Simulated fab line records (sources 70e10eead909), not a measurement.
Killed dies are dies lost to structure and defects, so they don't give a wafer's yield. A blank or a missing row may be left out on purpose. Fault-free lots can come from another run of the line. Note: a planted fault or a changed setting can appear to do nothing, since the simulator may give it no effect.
Matching of chambers + flow nand_harc + cmp-01 running NHARC_A_STAIRCASE_CMP_450: 4 sister chambers
The step polishes SiO2, target thk 200 nm. 4 wafers are shown with their chamber, then 9 later ones without.

== WAFERS PAIRED WITH THEIR CHAMBERS ==
| wafer  | chamber | motor_current_A (A) |
|--------|---------|---------------------|
| L082.4 | 1       | 12.6                |
| L086.3 | 0       | 12.9                |
| L086.4 | 3       | 10.6                |
| L086.6 | 2       | 12.9                |

== WAFERS WITHOUT THEIR CHAMBER ==
| wafer  | motor_current_A (A) |
|--------|---------------------|
| L088.2 | 11.2                |
| L088.5 | 10.6                |
| L088.6 | 12.9                |
| L091.2 | 12.6                |
| L091.3 | 12.6                |
| L091.5 | 12.5                |
| L096.2 | 12.7                |
| L096.5 | 13.0                |
| L096.6 | 10.8                |

== CHAMBER TAKEN BY EACH ==
| wafer  | from the rows above          | in truth |
|--------|------------------------------|----------|
| L088.2 | 3                            | 3        |
| L088.5 | 3                            | 3        |
| L088.6 | can't be placed: 0 or 2 or 1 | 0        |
| L091.2 | can't be placed: 1 or 0 or 2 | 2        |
| L091.3 | can't be placed: 1 or 0 or 2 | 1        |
| L091.5 | can't be placed: 1 or 0 or 2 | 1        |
| L096.2 | can't be placed: 1 or 0 or 2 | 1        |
| L096.5 | can't be placed: 0 or 2 or 1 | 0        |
| L096.6 | 3                            | 3        |
3 of 9 placed correctly. Can't be placed from these rows: 6 (the true chamber is among the candidates in 6). Wrongly placed: 0.
How it was worked out, from the rows above alone: a wafer's distance from a chamber is the root of the sum, over the readings, of the square of ((its reading less the chamber's mean) divided by the reading's scatter). The wafer belongs to the nearest chamber; if the next one is less than 2 further off, it can't be placed. A chamber's mean is the mean of its shown wafers. The scatter: with one shown wafer a chamber, the root of the mean of the squares of how far each hidden wafer lies from its nearest shown one.
